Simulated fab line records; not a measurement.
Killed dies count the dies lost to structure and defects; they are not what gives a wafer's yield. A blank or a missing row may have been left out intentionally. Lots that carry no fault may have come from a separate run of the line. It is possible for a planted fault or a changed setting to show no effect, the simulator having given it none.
fab line records | flow nand_harc
record: lots: 11 wafers: 33 last_day: 24
route steps=1159 shown A_BLC@980 A_M0@1002 END@1159
lots untouched by any fault: they come from a run of this same line in which no faults occurred
start_h: start of the lot's first displayed wafer, in hours after the record's first day | wait_h: hours since the lot's step before | " as in the row above | L1.1+2: a row that stands for several wafers | - no value, or no start given | * or withheld: withheld | < > ~ a bound
route shown NAME@n: a module of which the file shows steps, and the number in the route of the first | usual: the fault-free wafers' mean and standard deviation | same: alike in all rows | chamber/n: place in a boat | sites: each site's reading | _std_site: their standard deviation | _edge_site: inner sites' mean taken away from outer sites' mean | radius_mm: for every site, how far away it sits from the centre of the wafer | mask NAME#n: copy n | behind: tool/chamber where the wafer was last shaped | hold: the reason the lot was held/the length of the hold in hours/how it ended | device: names the non-switching transistor (n, p or np) | end of line: the same wafers' tests at the end of the route | a step with no rows: only its recipe | killed: not the wafer's yield, but the dies lost to structure and defects at the first sort | map: per-die view of a wafer (x killed, . not killed, _ where there is no die)
set.NAME: the setting as run; set.NAME@STEP: as run at that earlier step | model.NAME: the simulator's own value behind a step, which no gauge read
steps of the route over a sample of lots; a table a step, a row a wafer
services: a tool's chamber out of use, with start hour (start_h, from the record's first day; less than 0 if before it), hours out, and reason
== steps ==
step: NHARC_A_BLC_ETCH_18
recipe: target_depth_a: 9100 c4f8_flow_sccm: 20 o2_flow_sccm: 10 ar_flow_sccm: withheld rf_w: 600 bias_w: 1500 chemistry: C4F8/O2/Ar
usual: oes_product_au: 0.954/0.021 rf_vpp_V: 979/6.1
columns lot.wafer tool chamber start_h wait_h oes_product_au rf_hours_counter_h rf_vpp_V
L131.2 rie_diel-01 1 - - 0.978 8 988
L131.1 " 2 " " 0.981 8 986
L131.6 " 3 " " 0.972 - 971
L141.4 rie_diel-01 2 - - 0.937 15 984
L141.1 " 3 " " 0.943 14 973
L141.2 " 1 " " 0.949 15 988
L142.4 rie_diel-12 1 - - 0.966 7 984
L142.1 " 2 " " 0.964 8 973
L142.5 " 3 " " 0.972 - 977
L143.2 rie_diel-01 0 - - 0.975 15 977
L143.4 " 1 " " 0.962 16 987
L143.5 " 3 " " 0.983 - 970
L145.1 rie_diel-01 2 - - 0.976 19 986
L145.3 " 3 " " 0.979 18 971
L145.5 " 2 " " 0.974 - 986
L146.4 rie_diel-12 0 - - 0.963 9 982
L146.5 " 1 " " 0.972 - 984
L146.6 " 2 " " 0.967 - 973
L147.3 rie_diel-02 1 - - 0.932 55 969
L147.2 " 2 " " 0.924 54 967
L147.6 " 1 " " 0.932 - 969
L149.3 rie_diel-01 1 - - 0.955 1 988
L149.4 " 2 " " 0.977 1 986
L149.2 " 3 " " 0.991 1 971
L150.3 rie_diel-01 1 - - 0.977 1 987
L150.1 " 2 " " 0.979 1 984
L150.2 " 0 " " 0.954 1 977
L148.3 rie_diel-12 3 - - 0.967 13 975
L148.1 " 1 " " 0.973 14 982
L148.4 " 2 " " 0.980 15 973
L151.2 rie_diel-01 1 - - 0.948 3 987
L151.6 " 1 " " 0.947 - 987
L151.5 " 2 " " 0.938 - 986
step: NHARC_A_M0_PEB_07
recipe: peb_temp_c: 100 peb_time_s: 65
usual: resist_line_temp_C: 22.99/0.11
columns lot.wafer tool chamber start_h wait_h resist_line_temp_C
L131.1 litho_track-04 0 402.56 0.1 22.99
L131.2 " 0 " " 22.97
L131.6 " 0 " " 23.07
L141.1 litho_track-06 0 461.43 0.1 22.91
L141.2 " 0 " " 23.13
L141.4 " 0 " " 22.77
L142.1 litho_track-04 0 461.86 0.1 23.09
L142.4 " 0 " " 22.88
L142.5 " 0 " " 22.99
L143.2 litho_track-01 0 467.21 0.1 23.07
L143.4 " 0 " " 23.03
L143.5 " 0 " " 22.97
L145.1 litho_track-01 0 497.35 0.1 23.19
L145.3 " 0 " " 23.03
L145.5 " 0 " " 23.09
L146.4 litho_track-04 0 502.63 0.0 23.08
L146.5 " 0 " " 23.13
L146.6 " 0 " " 23.07
L147.2 litho_track-04 0 505.21 0.1 22.99
L147.3 " 0 " " 22.98
L147.6 " 0 " " 22.95
L149.2 litho_track-06 0 522.30 0.1 22.87
L149.3 " 0 " " 23.00
L149.4 " 0 " " 22.84
L150.1 litho_track-06 0 527.23 0.1 23.07
L150.2 " 0 " " 23.18
L150.3 " 0 " " 23.13
L148.1 litho_track-06 0 534.73 0.1 23.07
L148.3 " 0 " " 22.98
L148.4 " 0 " " 23.11
L151.2 litho_track-04 0 536.69 0.1 23.01
L151.5 " 0 " " 23.11
L151.6 " 0 " " 23.15
step: NHARC_A_M0_CD_MEAS_09
recipe: target_cd_nm: 80 landing_energy_ev: 500
usual: cd_nm: 80.0/0.6
columns lot.wafer tool chamber start_h wait_h cd_nm
L131.1 cd_sem-02 0 402.64 - 79.7
L131.2 " 0 " " 79.3
L131.6 " 0 " " 79.8
L141.1 cd_sem-01 0 461.51 - 81.8
L141.2 " 0 " " 82.0
L141.4 " 0 " " 82.0
L142.1 cd_sem-01 0 461.94 - 80.5
L142.4 " 0 " " 79.6
L142.5 " 0 " " 79.6
L143.2 cd_sem-02 0 467.29 - 80.0
L143.4 " 0 " " 79.5
L143.5 " 0 " " 80.1
L145.1 cd_sem-01 0 497.43 - 79.4
L145.3 " 0 " " 78.9
L145.5 " 0 " " 79.0
L146.4 cd_sem-03 0 502.72 - 79.7
L146.5 " 0 " " 80.3
L146.6 " 0 " " 80.9
L147.2 cd_sem-03 0 505.29 - 80.5
L147.3 " 0 " " 80.6
L147.6 " 0 " " 81.5
L149.2 cd_sem-03 0 522.38 - 80.5
L149.3 " 0 " " 80.8
L149.4 " 0 " " 80.4
L150.1 cd_sem-02 0 527.31 - 79.0
L150.2 " 0 " " 79.1
L150.3 " 0 " " 79.4
L148.1 cd_sem-02 0 534.81 - 79.8
L148.3 " 0 " " 80.5
L148.4 " 0 " " 79.7
L151.2 cd_sem-02 0 536.77 - 80.6
L151.5 " 0 " " 80.1
L151.6 " 0 " " 80.2
step: NHARC_A_M0_OVL_MEAS_10
recipe: pitch_nm: 160
usual: overlay_x_nm: 0.1/0.74 overlay_y_nm: 0.0/0.94
columns lot.wafer tool chamber start_h wait_h overlay_x_nm overlay_y_nm
L131.1 overlay-02 - 402.73 - -0.5 -1.7
L131.2 " - " " 0.3 -0.5
L131.6 " - " " 0.0 -0.6
L141.1 overlay-01 - 461.60 - 0.2 0.9
L141.2 " - " " 0.0 1.5
L141.4 " - " " 0.2 0.5
L142.1 overlay-02 - 462.03 - 0.0 1.0
L142.4 " - " " 0.1 1.4
L142.5 " - " " -0.2 1.5
L143.2 overlay-02 - 467.38 - 0.7 -1.1
L143.4 " - " " 0.5 -1.7
L143.5 " - " " 0.0 -1.9
L145.1 overlay-02 - 497.52 - 1.3 -0.3
L145.3 " - " " 1.8 -0.1
L145.5 " - " " 1.7 0.3
L146.4 overlay-02 - 502.81 - 0.2 0.4
L146.5 " - " " 0.1 0.3
L146.6 " - " " 0.2 0.1
L147.2 overlay-02 - 505.38 - 0.1 0.3
L147.3 " - " " -0.3 0.9
L147.6 " - " " 0.1 0.5
L149.2 overlay-01 - 522.47 - 0.9 -0.1
L149.3 " - " " 0.9 -0.3
L149.4 " - " " 1.0 -0.5
L150.1 overlay-02 - 527.40 - 0.1 -0.7
L150.2 " - " " 0.2 -0.6
L150.3 " - " " 0.2 -0.4
L148.1 overlay-02 - 534.90 - 0.4 -1.5
L148.3 " - " " 0.1 -0.5
L148.4 " - " " 0.4 -0.8
L151.2 overlay-01 - 536.86 - 0.9 0.4
L151.5 " - " " -0.1 0.3
L151.6 " - " " 0.2 0.0
step: NHARC_A_M0_STRIP_18
recipe: power_w: 1000 n2_flow_sccm: 150 h2_flow_sccm: 150 ar_flow_sccm: 0 bias_w: 0 chemistry: N2/H2
usual: drypump_motor_current_A: 5.8/0.37 oes_product_au: 1.001/0.0074 power_w: 1000/3.1 rf_vpp_V: 90.7/0.94 showerhead_plenum_p_Torr: 2.04/0.059 throttle_valve_pct: 14.171/0.0086
columns lot.wafer tool chamber start_h wait_h drypump_motor_current_A oes_product_au power_w rf_hours_counter_h rf_vpp_V showerhead_plenum_p_Torr throttle_valve_pct
L131.1 rie_diel-05 2 403.21 0.1 5.3 1.005 1001 3 89.7 1.95 14.174
L131.2 " 1 " " 5.8 0.989 1007 4 88.6 1.97 14.162
L131.6 " 2 " " 5.3 1.005 1005 - 90.8 1.95 14.180
L141.2 rie_diel-04 2 462.07 0.1 5.8 1.014 1002 12 89.7 2.06 14.163
L141.1 " 0 " " 6.5 1.000 1004 12 91.4 2.05 14.179
L141.4 " 1 " " 5.4 1.006 997 13 91.5 2.06 14.183
L142.4 rie_diel-04 1 462.59 0.1 5.4 1.010 1003 13 89.3 2.06 14.153
L142.1 " 2 " " 5.8 1.007 1000 12 90.7 2.06 14.180
L142.5 " 3 " " 5.5 1.001 1002 - 92.3 2.03 14.170
L143.4 rie_diel-08 3 467.88 0.1 5.7 1.020 1001 11 91.1 1.95 14.182
L143.2 " 0 " " 5.7 1.008 996 11 89.6 2.00 14.174
L143.5 " 2 " " 5.8 1.006 997 - 91.5 2.19 14.182
L145.1 rie_diel-04 0 498.04 0.1 6.5 1.014 997 2 90.5 2.05 14.173
L145.3 " 1 " " 5.3 0.994 998 2 90.2 2.06 14.184
L145.5 " 2 " " 5.8 1.004 1004 - 90.7 2.06 14.185
L146.4 rie_diel-04 0 503.36 0.1 6.5 1.015 997 2 91.5 2.05 14.177
L146.5 " 1 " " 5.3 1.007 1000 - 91.3 2.06 14.169
L146.6 " 2 " " 5.8 0.999 1001 - 91.1 2.06 14.174
L147.3 rie_diel-04 2 505.85 0.1 5.8 0.998 1000 3 91.2 2.06 14.179
L147.2 " 3 " " 5.5 1.002 1003 2 91.3 2.03 14.162
L147.6 " 2 " " 5.8 1.000 1002 - 90.8 2.06 14.168
L149.3 rie_diel-08 0 522.94 0.1 5.6 0.988 999 1 89.9 2.00 14.164
L149.2 " 2 " " 5.8 1.004 1002 1 92.5 2.19 14.175
L149.4 " 3 " " 5.7 1.005 999 - 90.5 1.95 14.174
L150.1 rie_diel-08 0 527.87 0.1 5.7 1.014 1004 2 91.7 2.00 14.167
L150.3 " 2 " " 5.8 1.009 1001 2 91.5 2.19 14.167
L150.2 " 3 " " 5.7 1.008 999 1 90.6 1.95 14.191
L148.4 rie_diel-05 0 535.41 0.1 6.0 1.001 998 1 91.3 2.09 14.178
L148.3 " 1 " " 5.8 0.992 1001 0 91.4 1.97 14.185
L148.1 " 2 " " 5.2 0.996 1003 0 90.2 1.95 14.180
L151.2 rie_diel-05 0 537.40 0.1 6.0 1.006 999 1 89.9 2.09 14.169
L151.6 " 3 " " 6.4 0.985 996 - 92.7 2.05 14.174
L151.5 " 0 " " 6.0 0.996 998 - 89.9 2.09 14.170
step: NHARC_END_SORT_01
recipe: temp_c: 25
usual: defect_limited_yield: 95.3/1.7 killed_at_array: 28/12 killed_at_other: 0.8/1.1 killed_at_periphery: 3.6/2.3 killed_dies: 32/12 killed_open: 3.4/1.9 killed_short: 2.0/1.3 sort_bin_2_pct: 1.4/0.61 sort_bin_3_pct: 0.26/0.22 sort_bin_4_pct: 3.0/1.2 sort_n_pass: 645/12 sort_rim_yield_pct: 95.8/2.9 sort_yield_pct: 95.3/1.7
same: gross_dies: 677 sort_bin_5_pct[%]: 0 sort_bin_6_pct[%]: 0 sort_bin_7_pct[%]: 0 sort_bin_8_pct[%]: 0 sort_rim_n_gross: 106.00
columns lot.wafer tool chamber start_h wait_h defect_limited_yield[%] killed_at_array killed_at_other killed_at_periphery killed_dies killed_open killed_short sort_bin_2_pct[%] sort_bin_3_pct[%] sort_bin_4_pct[%] sort_n_pass sort_rim_yield_pct[%] sort_yield_pct[%]
L142.1 prober-02 0 504.02 2.5 96.6 18 0 5 23 3 2 1.8 0 1.6 654 97.2 96.6
L142.4 prober-02 0 506.42 3.4 97.5 11 1 5 17 2 1 1.0 0 1.5 660 97.2 97.5
L142.5 prober-02 0 507.22 3.7 97.5 9 0 8 17 1 2 1.0 0.15 1.3 660 98.1 97.5
L143.2 prober-01 0 504.83 2.8 91.6 49 0 8 57 7 2 2.4 0.59 5.5 620 95.3 91.6
L143.4 prober-01 0 506.45 3.4 91.1 55 0 5 60 4 1 2.1 0.89 5.9 617 94.3 91.1
L143.5 prober-01 0 507.25 3.7 89.5 62 0 9 71 8 5 3.2 0.30 6.9 606 88.7 89.5
L141.1 prober-02 0 511.85 2.5 96.5 18 0 6 24 0 1 1.0 0 2.5 653 93.4 96.5
L141.2 prober-02 0 512.65 2.8 95.1 25 5 3 33 2 1 1.3 0.59 3.0 644 94.3 95.1
L141.4 prober-02 0 514.25 3.4 95.3 22 2 8 32 5 3 1.3 0.30 3.1 645 96.2 95.3
L145.1 prober-02 0 536.29 2.5 91.3 53 2 4 59 3 2 2.7 0.30 5.8 618 96.2 91.3
L145.3 prober-02 0 537.88 3.1 93.6 33 3 7 43 3 3 2.4 0.44 3.5 634 93.4 93.6
L145.5 prober-02 0 539.47 3.7 93.1 42 1 4 47 4 3 2.7 0.44 3.8 630 93.4 93.1
L149.2 prober-01 0 563.44 2.8 92.5 50 0 1 51 1 2 2.2 0.44 4.9 626 94.3 92.5
L149.3 prober-01 0 564.24 3.1 93.4 42 0 3 45 3 0 2.2 0.44 4.0 632 96.2 93.4
L149.4 prober-01 0 565.04 3.4 91.6 55 0 2 57 4 1 2.4 0.59 5.5 620 89.6 91.6
L150.1 prober-02 0 567.58 2.5 95.9 21 0 7 28 5 3 0.7 0.59 2.8 649 94.3 95.9
L150.2 prober-02 0 568.38 2.8 96.8 20 1 1 22 2 1 1.2 0 2.1 655 98.1 96.8
L150.3 prober-02 0 569.17 3.1 96.2 24 1 1 26 1 1 0.7 0.30 2.8 651 100.0 96.2
killed by level:class
L142.1 A_STAIRCASE:chamber_film_flake=6 P_GATE:chamber_film_flake=4 A_CONTACT:geometric_particle:open=3 A_CHANNEL_HOLE_D1:chamber_film_flake=3 A_WL_FILL:chamber_film_flake=2 A_CONTACT:chamber_film_flake=2 A_SOURCE_PLATE:geometric_particle:short=1 A_WL_FILL:geometric_particle:short=1
L143.2 A_CHANNEL_HOLE_D1:chamber_film_flake=21 A_SLIT:chamber_film_flake=10 A_CONTACT:chamber_film_flake=5 P_M1:chamber_film_flake=3 A_BLC:geometric_particle:open=2 P_GATE:chamber_film_flake=2 A_CHANNEL_FILL_D1:chamber_film_flake=2 A_STAIRCASE:chamber_film_flake=2
L142.4 A_CHANNEL_HOLE_D1:chamber_film_flake=5 P_BONDPAD:chamber_film_flake=3 A_CONTACT:geometric_particle:open=2 P_GATE:chamber_film_flake=2 A_STAIRCASE:chamber_film_flake=2 A_M0:geometric_particle:short=1 A_CONTACT:chamber_film_flake=1 THIN_TSV:chamber_film_flake=1
L143.4 A_SLIT:chamber_film_flake=18 A_CHANNEL_HOLE_D1:chamber_film_flake=18 A_STAIRCASE:chamber_film_flake=7 A_CONTACT:chamber_film_flake=7 P_M1:chamber_film_flake=2 P_M0:geometric_particle:open=1 P_M1:geometric_particle:open=1 A_ONON_D1:geometric_particle:open=1
L142.5 A_CHANNEL_HOLE_D1:chamber_film_flake=5 P_GATE:chamber_film_flake=3 A_WL_FILL:chamber_film_flake=2 P_CONTACT:geometric_particle:short=1 P_M0:geometric_particle:open=1 A_CONTACT:geometric_particle:short=1 P_ZERO_WELL:chamber_film_flake=1 P_M1:chamber_film_flake=1
L143.5 A_CHANNEL_HOLE_D1:chamber_film_flake=17 A_SLIT:chamber_film_flake=17 A_CONTACT:chamber_film_flake=9 P_M1:chamber_film_flake=4 A_WL_FILL:chamber_film_flake=4 A_WL_FILL:geometric_particle:open=3 A_STAIRCASE:chamber_film_flake=3 P_M0:geometric_particle:short=1
L141.1 A_CHANNEL_HOLE_D1:chamber_film_flake=13 P_GATE:chamber_film_flake=3 P_M1:chamber_film_flake=2 A_CONTACT:chamber_film_flake=2 A_WL_FILL:geometric_particle:short=1 P_BONDPAD:chamber_film_flake=1 A_STAIRCASE:chamber_film_flake=1 A_M1:chamber_film_flake=1
L141.2 A_CHANNEL_HOLE_D1:chamber_film_flake=16 THIN_TSV:chamber_film_flake=5 A_STAIRCASE:chamber_film_flake=2 A_CONTACT:chamber_film_flake=2 A_SOURCE_PLATE:geometric_particle:short=1 A_M1:geometric_particle:open=1 A_BONDPAD:geometric_particle:open=1 P_ZERO_WELL:chamber_film_flake=1
L141.4 A_CHANNEL_HOLE_D1:chamber_film_flake=13 P_CONTACT:geometric_particle:open=3 P_M1:chamber_film_flake=2 A_STAIRCASE:chamber_film_flake=2 A_CONTACT:chamber_film_flake=2 THIN_TSV:chamber_film_flake=2 P_CONTACT:geometric_particle:short=1 A_CHANNEL_HOLE_D1:geometric_particle:open=1
L145.1 A_SLIT:chamber_film_flake=21 A_STAIRCASE:chamber_film_flake=12 A_CHANNEL_HOLE_D1:chamber_film_flake=9 A_CONTACT:chamber_film_flake=7 P_ZERO_WELL:chamber_film_flake=3 A_CONTACT:geometric_particle:open=2 P_M0:geometric_particle:open=1 A_ONON_D1:geometric_particle:short=1
L145.3 A_SLIT:chamber_film_flake=13 A_STAIRCASE:chamber_film_flake=8 A_CHANNEL_HOLE_D1:chamber_film_flake=5 P_ZERO_WELL:chamber_film_flake=4 A_CONTACT:chamber_film_flake=3 THIN_TSV:chamber_film_flake=3 P_CONTACT:geometric_particle:short=1 P_CONTACT:geometric_particle:open=1
L145.5 A_SLIT:chamber_film_flake=18 A_STAIRCASE:chamber_film_flake=8 A_CHANNEL_HOLE_D1:chamber_film_flake=7 P_ZERO_WELL:chamber_film_flake=3 A_WL_FILL:geometric_particle:short=2 A_WL_FILL:chamber_film_flake=2 P_CONTACT:geometric_particle:short=1 A_ONON_D1:geometric_particle:open=1
L149.2 A_CHANNEL_HOLE_D1:chamber_film_flake=22 A_SLIT:chamber_film_flake=16 A_STAIRCASE:chamber_film_flake=4 A_CONTACT:chamber_film_flake=3 A_BLC:chamber_film_flake=2 A_SGD_CUT:geometric_particle:short=1 A_CONTACT:geometric_particle:open=1 A_CONTACT:geometric_particle:short=1
L149.3 A_SLIT:chamber_film_flake=19 A_CHANNEL_HOLE_D1:chamber_film_flake=15 A_STAIRCASE:chamber_film_flake=4 A_ONON_D1:geometric_particle:open=1 A_CHANNEL_FILL_D1:geometric_particle:open=1 A_CONTACT:geometric_particle:open=1 P_ZERO_WELL:chamber_film_flake=1 P_STI:chamber_film_flake=1
L149.4 A_CHANNEL_HOLE_D1:chamber_film_flake=24 A_SLIT:chamber_film_flake=21 A_STAIRCASE:chamber_film_flake=3 A_SOURCE_PLATE:geometric_particle:open=2 A_CONTACT:chamber_film_flake=2 A_CHANNEL_FILL_D1:geometric_particle:short=1 A_CHANNEL_FILL_D1:geometric_particle:open=1 A_M0:geometric_particle:open=1
L150.1 A_M0:chamber_film_flake=5 A_CHANNEL_HOLE_D1:chamber_film_flake=4 A_CONTACT:chamber_film_flake=4 P_GATE:chamber_film_flake=2 A_ZERO_WELL:chamber_film_flake=2 P_STI:geometric_particle:open=1 P_GATE:geometric_particle:short=1 P_CONTACT:geometric_particle:open=1
L150.2 A_CONTACT:chamber_film_flake=7 A_CHANNEL_HOLE_D1:chamber_film_flake=6 A_M0:chamber_film_flake=4 A_CHANNEL_FILL_D1:geometric_particle:short=1 A_CONTACT:geometric_particle:open=1 A_M0:geometric_particle:open=1 THIN_TSV:chamber_film_flake=1 P_GATE:chamber_film_flake=1
L150.3 A_CONTACT:chamber_film_flake=9 A_CHANNEL_HOLE_D1:chamber_film_flake=8 A_M0:chamber_film_flake=4 A_CHANNEL_FILL_D1:geometric_particle:short=1 A_WL_FILL:geometric_particle:open=1 P_GATE:chamber_film_flake=1 A_STAIRCASE:chamber_film_flake=1 THIN_TSV:chamber_film_flake=1
== services ==
columns tool chamber start_h hours kind
rie_diel-12 - 379.43 9.0 pm
rie_diel-01 0 381.14 - clean
rie_diel-01 1 381.14 - clean
rie_diel-01 2 381.14 - clean
rie_diel-01 3 381.14 - clean
rie_diel-05 2 389.94 2.4 repair
rie_diel-01 0 405.64 - clean
rie_diel-01 1 405.64 - clean
rie_diel-01 2 405.64 - clean
rie_diel-01 - 405.94 2.3 repair
rie_diel-08 0 418.30 7.6 repair
rie_diel-08 3 429.89 6.7 repair
litho_track-01 - 443.00 7.0 pm
rie_diel-02 2 460.30 4.5 repair
rie_diel-02 3 461.27 20.9 repair
rie_diel-04 - 466.13 9.0 pm
rie_diel-08 - 478.80 9.0 pm
litho_track-04 - 491.00 7.0 pm
rie_diel-08 0 493.91 5.7 repair
rie_diel-01 - 500.10 9.0 pm
rie_diel-02 - 505.14 9.0 pm
rie_diel-12 2 515.41 1.7 repair
rie_diel-05 - 517.96 9.0 pm
rie_diel-08 1 522.87 20.4 repair
== key ==
first_sign: step: NHARC_A_M0_CD_MEAS_09 reading: cd_nm direction: up sigmas: 3.3 usual: 80.0 struck: 81.9
effect none on later readings
met_at NHARC_A_M0_PEB_07
struck_lots L141
not_acting_at NHARC_A_BLC_ETCH_18,NHARC_A_M0_OVL_MEAS_10,NHARC_A_M0_STRIP_18
fault: kind: process_parameter_drift tool: litho_track-06 chamber: - onset_h: 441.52 steps: NHARC_A_M0_PEB_07 channel: peb_time_s offset: * shape: step end_h: 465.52 acts_in: * stated: *
